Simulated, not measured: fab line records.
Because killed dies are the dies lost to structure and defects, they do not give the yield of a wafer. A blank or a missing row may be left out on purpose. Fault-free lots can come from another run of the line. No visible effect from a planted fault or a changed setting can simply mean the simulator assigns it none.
Code-filled problem report in 8D (eight disciplines) form :: flow n5-finfet :: the parts of the form that need people (team, actions taken, sign-off) are left out

== 1. WHAT IS WRONG ==
barrier-field-endpoint-s at N5_BEOL_M12_CMP_49 reads a mean of 38.2 s on 3 wafers of 2 lots; wafers without a fault read 30.1 s with a standard deviation of 0.94. That is +8.7 standard deviations from the usual mean.
The step: polishes, stops on SiOC, t overpolish 20.6 s, target thk 320 nm.
Seen first at day 11 09:37 on cmp-03, wafer L112.1. The record has a number at this step for 30 wafers belonging to 10 lots. Rule for "out", or "out of limits": more than 4 standard deviations from the usual mean. All remaining wafers that have a number are taken as sound.

== 2. WHAT IT IS, WHAT IT ISN'T ==
question: which readings at this step
is: barrier-field-endpoint-s
is not: -

question: which lots
is: L112, L117
is not: L110, L111, L115, L126, L128, L129, L130, L132

question: which wafers of those lots
is: L112.1, L117.1, L117.6
is not: L112.2, L112.5, L117.2

question: read on which tools
is: cmp-03
is not: cmp-01, cmp-02

question: when
is: from day 11 09:37
is not: up to then (8 sound wafers); but 19 sound wafers of L115, L117, L126, L128, L129, L130, L132 came after

== 3. THE SUSPECTS, EACH WITH WHAT RULES IT OUT ==
Counting: if a tool at a process step up to the reading ran every lot that is out, it stays a suspect. Sound lots after the first of them don't rule it out here, since some wafers of a struck lot are sound.
- pvd-sputter-01 at N5_BEOL_M12_SPUTTER_44 (material Ta, target thk 10 nm, time 16.13 s): kept. It ran every lot that is out, first L112 (day 11 08:17); its last sound lot up to then is L110 (day 11 01:35).
- cmp-03 at N5_BEOL_M12_CMP_49 (polishes, stops on SiOC, t overpolish 20.6 s, target thk 320 nm): kept. It ran every lot that is out, first L112 (day 11 09:37); its last sound lot up to then is L111 (day 11 01:56). Its own barrier-field-endpoint-s readings are out on those wafers.
The count leaves cmp-03 at N5_BEOL_M12_CMP_49 and pvd-sputter-01 at N5_BEOL_M12_SPUTTER_44.

== 4. THE CAUSE (what the simulator had put in) ==
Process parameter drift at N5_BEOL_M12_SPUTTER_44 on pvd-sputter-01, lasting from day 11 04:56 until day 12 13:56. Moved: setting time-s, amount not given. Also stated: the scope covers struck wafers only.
After counting, 2 suspects remain, this tool included.

== 5. SEQUENCE OF EFFECTS, ordered by route ==
One row per reading whose mean, taken over the struck wafers that have a number, lies over 3 standard deviations from the usual. Only readings for which the record gives a usual standard deviation are gone through. hours: the time from each lot's start at the first step in this table that gives one to its start at this step, as a median over the lots. sigmas: the change in usual standard deviations.
hours: 0
step: N5_BEOL_M12_CMP_49
reading: barrier-field-endpoint-s
usual: 30.1 s
on struck wafers: 38.2
change: +8.1
sigmas: +8.7
It contains these process steps:
- N5_BEOL_M12_CMP_49: polishes, stops on SiOC, t overpolish 20.6 s, target thk 320 nm.

== 6. WHAT WOULD HAVE CAUGHT IT SOONER ==
5 hours passed between the start of the fault at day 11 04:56 and the first reading out of limits in this record, taken at day 11 09:37.
No tool reading at N5_BEOL_M12_SPUTTER_44 that has a usual standard deviation in the record was out on any struck wafer, so an alarm limit of 4 standard deviations on those readings would not have fired.
Of the lots that are out (2), L117 began N5_BEOL_M12_SPUTTER_44 on pvd-sputter-01 after day 11 09:37. A hold on the tool at that time would have spared it.
